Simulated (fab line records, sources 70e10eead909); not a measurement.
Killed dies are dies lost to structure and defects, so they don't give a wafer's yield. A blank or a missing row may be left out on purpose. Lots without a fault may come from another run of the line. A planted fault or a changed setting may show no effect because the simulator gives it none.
Which tool did it? | flow nand_harc | 12 lots, 36 wafers sampled, at 4 steps of a route of 1159

WHAT THE GAUGES READ, wafer by wafer
NHARC_END_SORT_01. Usual: defect_limited_yield 95.3 %, standard deviation 1.6; killed_at_array 27, standard deviation 12; killed_at_other 0.8, standard deviation 1; killed_at_periphery 4.0, standard deviation 2.5; killed_dies 32, standard deviation 11; killed_open 3.3, standard deviation 1.8; killed_short 2.0, standard deviation 1.5; sort_bin_2_pct 1.5 %, standard deviation 0.59; sort_bin_3_pct 0.27 %, standard deviation 0.22; sort_bin_4_pct 3.0 %, standard deviation 1.1; sort_n_pass 645, standard deviation 11; sort_rim_yield_pct 95.6 %, standard deviation 2.7; sort_yield_pct 95.3 %, standard deviation 1.6.
lot  | measured     | on        | defect_limited_yield (%) | killed_at_array | killed_at_other | killed_at_periphery | killed_dies | killed_open | killed_short | sort_bin_2_pct (%) | sort_bin_3_pct (%) | sort_bin_4_pct (%) | sort_n_pass | sort_rim_yield_pct (%) | sort_yield_pct (%) | flag
L767 | day 19 12:32 | prober-02 | 95.4 96.9 97.2           | 24 18 14        | 0 0 0           | 7 3 5               | 31 21 19    | 4 1 2       | 2 2 3        | 1.0 1.3 0.9        | 0.44 0.15 0.15     | 3.1 1.6 1.8        | 646 656 658 | 98.1 93.4 96.2         | 95.4 96.9 97.2     |
L768 | day 20 04:19 | prober-02 | 97.6 97.0 97.3           | 13 13 11        | 0 0 1           | 3 7 6               | 16 20 18    | 1 4 4       | 3 1 3        | 1.3 0.6 0.4        | 0 0.30 0.15        | 1.0 2.1 2.1        | 661 657 659 | 97.2 95.3 100.0        | 97.6 97.0 97.3     |
L769 | day 19 22:02 | prober-02 | 96.9 96.8 95.1           | 19 14 31        | 1 0 0           | 1 8 2               | 21 22 33    | 7 5 5       | 1 1 1        | 0.9 1.5 1.8        | 0 0.30 0.30        | 2.2 1.5 2.8        | 656 655 644 | 97.2 98.1 98.1         | 96.9 96.8 95.1     |
L770 | day 20 00:45 | prober-01 | 94.8 94.4 94.7           | 30 32 30        | 0 0 0           | 5 6 6               | 35 38 36    | 3 4 5       | 2 3 2        | 1.6 2.1 1.5        | 0.44 0.15 0.30     | 3.1 3.4 3.5        | 642 639 641 | 95.3 95.3 96.2         | 94.8 94.4 94.7     |
L775 | day 20 21:56 | prober-02 | 95.9 95.9 95.4           | 21 19 21        | 3 2 0           | 4 7 10              | 28 28 31    | 5 2 2       | 1 0 2        | 1.3 1.8 1.5        | 0.30 0.15 0.15     | 2.5 2.2 3.0        | 649 649 646 | 97.2 98.1 93.4         | 95.9 95.9 95.4     |
L773 | day 21 09:24 | prober-02 | 93.9 93.4 94.8           | 39 44 34        | 0 0 0           | 2 1 1               | 41 45 35    | 1 4 5       | 2 3 2        | 2.7 1.0 1.5        | 0.30 0.59 0.30     | 3.1 5.0 3.4        | 636 632 642 | 100.0 96.2 90.6        | 93.9 93.4 94.8     |
L778 | day 21 09:26 | prober-01 | 96.5 95.3 94.8           | 23 24 28        | 0 0 0           | 1 8 7               | 24 32 35    | 1 4 9       | 2 1 3        | 1.6 1.5 1.8        | 0.15 0 0.30        | 1.8 3.2 3.1        | 653 645 642 | 94.3 95.3 98.1         | 96.5 95.3 94.8     |
L777 | day 21 19:40 | prober-01 | 95.3 94.7 94.8           | 24 28 29        | 0 0 0           | 8 8 6               | 32 36 35    | 5 2 5       | 2 1 3        | 1.6 2.4 1.2        | 0.44 0 0.30        | 2.7 3.0 3.7        | 645 641 642 | 91.5 93.4 97.2         | 95.3 94.7 94.8     |
L784 | day 23 15:55 | prober-01 | 93.8 92.2 92.5           | 38 51 49        | 1 0 0           | 3 2 2               | 42 53 51    | 6 5 3       | 1 0 1        | 2.2 2.2 1.9        | 0.44 0.30 0.15     | 3.5 5.3 5.5        | 635 624 626 | 97.2 92.5 93.4         | 93.8 92.2 92.5     |
L785 | day 23 23:44 | prober-01 | 0 0 0                    | 42 41 52        | 0 0 0           | 635 636 625         | 677 677 677 | 3 4 2       | 1 2 4        | 96.2 94.8 94.7     | 0.44 0.30 0        | 3.4 4.9 5.3        | 0 0 0       | 0 0 0                  | 0 0 0              | OFF
L786 | day 23 21:43 | prober-02 | 0 0 0                    | 23 18 26        | 2 2 3           | 652 657 648         | 677 677 677 | 4 5 0       | 2 2 7        | 97.3 97.2 96.5     | 0 0.44 0.30        | 2.7 2.4 3.2        | 0 0 0       | 0 0 0                  | 0 0 0              | OFF
L787 | day 24 06:23 | prober-02 | 0 0 0                    | 53 52 40        | 1 0 1           | 623 625 636         | 677 677 677 | 1 2 2       | 4 2 0        | 93.8 95.1 95.9     | 0.15 0.74 0.74     | 6.1 4.1 3.4        | 0 0 0       | 0 0 0                  | 0 0 0              | OFF

WHICH TOOL RAN EACH LOT (tool, then ch and the chambers of the sampled wafers, then the start)
lot  | NHARC_P_BONDPAD_DESCUM_11          | NHARC_P_BONDPAD_ETCH_24            | NHARC_P_BONDPAD_CMP_19
L767 | rie_diel-04 ch 0,1,2, day 6 05:47  | rie_diel-01 ch 0,3, day 6 06:19    | cmp-03 ch 0,2,3, day 6 07:47
L768 | rie_diel-01 ch 0,1,2, day 7 02:48  | rie_diel-01 ch 0,1,2, day 7 03:21  | cmp-03 ch 0,1,3, day 7 04:50
L769 | rie_diel-07 ch 0,1,2, day 7 03:44  | rie_diel-04 ch 0,3, day 7 04:20    | cmp-02 ch 0,1,2, day 7 05:55
L770 | rie_diel-01 ch 0,2,3, day 7 04:15  | rie_diel-01 ch 2,3, day 7 04:47    | cmp-02 ch 1,3, day 7 06:18
L775 | rie_diel-01 ch 0,1, day 8 07:15    | rie_diel-01 ch 1,2,3, day 8 07:49  | cmp-03 ch 2,3, day 8 09:34
L773 | rie_diel-01 ch 0,1,3, day 8 08:41  | rie_diel-01 ch 1,2, day 8 09:18    | cmp-02 ch 0,2,3, day 8 10:51
L778 | rie_diel-04 ch 1,2,3, day 8 22:41  | rie_diel-04 ch 0,2,3, day 8 23:31  | cmp-02 ch 0,2,3, day 9 00:59
L777 | rie_diel-04 ch 0,1,2, day 9 03:45  | rie_diel-01 ch 0,1,2, day 9 04:33  | cmp-01 ch 1,2, day 9 06:04
L784 | rie_diel-01 ch 0,1,2, day 10 15:10 | rie_diel-01 ch 0,1,2, day 10 15:42 | cmp-03 ch 0,1,2, day 10 17:13
L785 | rie_diel-01 ch 1,2,3, day 10 20:28 | rie_diel-01 ch 0,2, day 10 20:59   | cmp-02 ch 2,3, day 10 22:37
L786 | rie_diel-01 ch 0,3, day 10 23:54   | rie_diel-01 ch 2,3, day 11 00:26   | cmp-01 ch 0,2, day 11 01:58
L787 | rie_diel-01 ch 0,1,3, day 11 09:44 | rie_diel-01 ch 0,2,3, day 11 10:16 | cmp-01 ch 0,1,2, day 11 11:49
- NHARC_P_BONDPAD_DESCUM_11: chemistry O2, time 3 s.
- NHARC_P_BONDPAD_ETCH_24: etches the open film in CF4/N2, target depth 30 nm, time 72.99 s.
- NHARC_P_BONDPAD_CMP_19: polishes, t overpolish 30 s, cu recess touch 16 s, target thk 160.81 nm.

WHAT THE TOOLS THEMSELVES READ (means of the sampled wafers that have a number; where no wafer has one, the mark that the record gives instead)
NHARC_P_BONDPAD_DESCUM_11. Usual: drypump_motor_current_A 5.7 A, standard deviation 0.37; oes_product_au 1.002 a.u., standard deviation 0.0094; rf_vpp_V 57.9 V, standard deviation 0.85; showerhead_plenum_p_Torr 1.93 Torr, standard deviation 0.091; throttle_valve_pct 11.312 %, standard deviation 0.009.
lot  | tool        | drypump_motor_current_A (A) | oes_product_au (a.u.) | rf_vpp_V (V) | showerhead_plenum_p_Torr (Torr) | throttle_valve_pct (%) | flag
L767 | rie_diel-04 | 6.0                         | 0.999                 | 57.8         | 1.91                            | 11.318                 |
L768 | rie_diel-01 | 5.7                         | 1.003                 | 57.0         | 1.91                            | 11.303                 |
L769 | rie_diel-07 | 5.4                         | 0.994                 | 57.8         | 1.88                            | 11.310                 |
L770 | rie_diel-01 | 5.5                         | 0.996                 | 58.2         | 1.91                            | 11.313                 |
L775 | rie_diel-01 | 6.0                         | 1.005                 | 58.0         | 1.93                            | 11.315                 |
L773 | rie_diel-01 | 5.8                         | 0.998                 | 58.3         | 1.98                            | 11.309                 |
L778 | rie_diel-04 | 5.9                         | 1.001                 | 58.1         | 1.90                            | 11.321                 |
L777 | rie_diel-04 | 6.0                         | 1.002                 | 58.0         | 1.90                            | 11.305                 |
L784 | rie_diel-01 | 5.7                         | 1.003                 | 58.1         | 1.91                            | 11.307                 |
L785 | rie_diel-01 | 5.6                         | 1.000                 | 58.1         | 1.96                            | 11.309                 |
L786 | rie_diel-01 | 5.8                         | 1.008                 | 57.9         | 1.93                            | 11.313                 |
L787 | rie_diel-01 | 5.8                         | 1.011                 | 57.9         | 1.98                            | 11.312                 |

NHARC_P_BONDPAD_ETCH_24. Usual: drypump_motor_current_A 5.7 A, standard deviation 0.38; oes_product_au 1.001 a.u., standard deviation 0.01; rf_fwd_power_W 297.8 W, standard deviation 1; rf_vpp_V 314.6 V, standard deviation 2.3; showerhead_plenum_p_Torr 2.66 Torr, standard deviation 0.12; throttle_valve_pct 19.794 %, standard deviation 0.0098.
lot  | tool        | drypump_motor_current_A (A) | oes_product_au (a.u.) | rf_fwd_power_W (W) | rf_vpp_V (V) | showerhead_plenum_p_Torr (Torr) | throttle_valve_pct (%) | flag
L767 | rie_diel-01 | 5.7                         | 1.002                 | 299.5              | 314.0        | 2.65                            | 19.789                 |
L768 | rie_diel-01 | 5.7                         | 1.006                 | 297.5              | 313.7        | 2.63                            | 19.798                 |
L769 | rie_diel-04 | 6.2                         | 0.998                 | 298.0              | 314.6        | 2.72                            | 19.801                 |
L770 | rie_diel-01 | 5.2                         | 1.000                 | 298.0              | 313.1        | 2.59                            | 19.794                 |
L775 | rie_diel-01 | 5.5                         | 0.994                 | 297.4              | 315.0        | 2.69                            | 19.792                 |
L773 | rie_diel-01 | 5.5                         | 0.995                 | 299.0              | 312.5        | 2.60                            | 19.797                 |
L778 | rie_diel-04 | 6.0                         | 0.990                 | 297.4              | 314.5        | 2.68                            | 19.785                 |
L777 | rie_diel-01 | 5.7                         | 0.998                 | 297.6              | 314.7        | 2.63                            | 19.790                 |
L784 | rie_diel-01 | 5.7                         | 1.014                 | 296.6              | 313.7        | 2.62                            | 19.801                 |
L785 | rie_diel-01 | 5.4                         | 0.748                 | 177.5              | 312.6        | 2.52                            | 19.790                 | OFF
L786 | rie_diel-01 | 5.4                         | 0.741                 | 178.3              | 315.0        | 2.68                            | 19.797                 | OFF
L787 | rie_diel-01 | 5.5                         | 0.754                 | 178.1              | 313.9        | 2.61                            | 19.804                 | OFF

NHARC_P_BONDPAD_CMP_19. Usual: motor_current_A 11.9 A, standard deviation 1; overpolish_run_s 30.000 s, standard deviation 0.0084.
lot  | tool   | motor_current_A (A) | overpolish_run_s (s) | flag
L767 | cmp-03 | 11.9                | 30.006               |
L768 | cmp-03 | 11.5                | 30.002               |
L769 | cmp-02 | 12.2                | 29.988               |
L770 | cmp-02 | 11.0                | 30.005               |
L775 | cmp-03 | 11.6                | 29.999               |
L773 | cmp-02 | 12.2                | 29.992               |
L778 | cmp-02 | 11.9                | 29.999               |
L777 | cmp-01 | 11.6                | 30.001               |
L784 | cmp-03 | 12.4                | 30.004               |
L785 | cmp-02 | 11.9                | 30.000               |
L786 | cmp-01 | 11.7                | 30.004               |
L787 | cmp-01 | 11.5                | 29.991               |

THE ANSWER, worked out from the rows above alone
Rule: a lot is off if the mean of its wafers that have a number lies more than 3 standard deviations from the usual mean. A lot without any number at a reading at which 4 lots or more have one is off too. The other lots that the step has rows for count as sound. The gauges are gone through in route order, then the tools' own readings, and for those a lot's mean is taken as printed above. The first step at which some lot is off is used, and at that step the reading that is off furthest; a lot without a number counts as furthest.
Off: L785, L786, L787, at NHARC_END_SORT_01 (killed_at_periphery).
A tool fits if, at a process step before that reading, it ran every lot that is off, and no sound lot after the first of them. The gauges at NHARC_END_SORT_01 aren't tried: what is off there is off at NHARC_P_BONDPAD_ETCH_24 too, on other tools, and a gauge's error can't cause that. One fits: rie_diel-01 at NHARC_P_BONDPAD_DESCUM_11 and NHARC_P_BONDPAD_ETCH_24. At NHARC_P_BONDPAD_DESCUM_11 its last sound lot is L784 (day 10 15:10), its first lot that is off L785 (day 10 20:28): a fault that began between those two fits.

WHAT THE SIMULATOR HAD PUT IN
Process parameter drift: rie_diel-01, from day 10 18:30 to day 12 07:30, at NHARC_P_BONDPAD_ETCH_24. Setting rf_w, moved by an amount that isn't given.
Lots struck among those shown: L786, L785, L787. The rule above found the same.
